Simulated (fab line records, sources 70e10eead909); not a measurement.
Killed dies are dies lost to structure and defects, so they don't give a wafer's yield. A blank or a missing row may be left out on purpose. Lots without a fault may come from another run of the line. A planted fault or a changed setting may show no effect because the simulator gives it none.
Chamber matching | flow nand_harc | NHARC_A_STAIRCASE_ETCH_444 on rie_diel-10: 4 sister chambers
The step etches the open film in C4F8/O2, target depth 20400 nm, time 6800 s. 4 wafers are shown with their chamber, then 7 later ones without.

WAFERS WITH THEIR CHAMBER
wafer  | chamber | rf_vpp_V (V)
L077.4 | 3       | 806
L084.6 | 1       | 800
L086.1 | 0       | 806
L086.3 | 2       | 813

WAFERS WITHOUT THEIR CHAMBER
wafer  | rf_vpp_V (V)
L086.6 | 808
L088.2 | 808
L088.3 | 807
L088.6 | 801
L094.2 | 807
L094.3 | 813
L094.5 | 812

WHICH CHAMBER EACH WENT THROUGH
wafer  | from the rows above     | in truth
L086.6 | can't be placed: 0 or 3 | 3
L088.2 | can't be placed: 0 or 3 | 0
L088.3 | can't be placed: 0 or 3 | 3
L088.6 | 1                       | 1
L094.2 | can't be placed: 0 or 3 | 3
L094.3 | 2                       | 2
L094.5 | 2                       | 2
Placed correctly: 3 of 7. Can't be placed from these rows: 4 (the true chamber is among the candidates in 4). Placed wrongly: 0.
How it was worked out, from the rows above alone: a wafer's distance from a chamber is the root of the sum, over the readings, of the square of ((its reading less the chamber's mean) divided by the reading's scatter). The wafer belongs to the nearest chamber; if the next one is less than 2 further off, it can't be placed. A chamber's mean is the mean of its shown wafers. The scatter: with one shown wafer a chamber, the root of the mean of the squares of how far each hidden wafer lies from its nearest shown one.
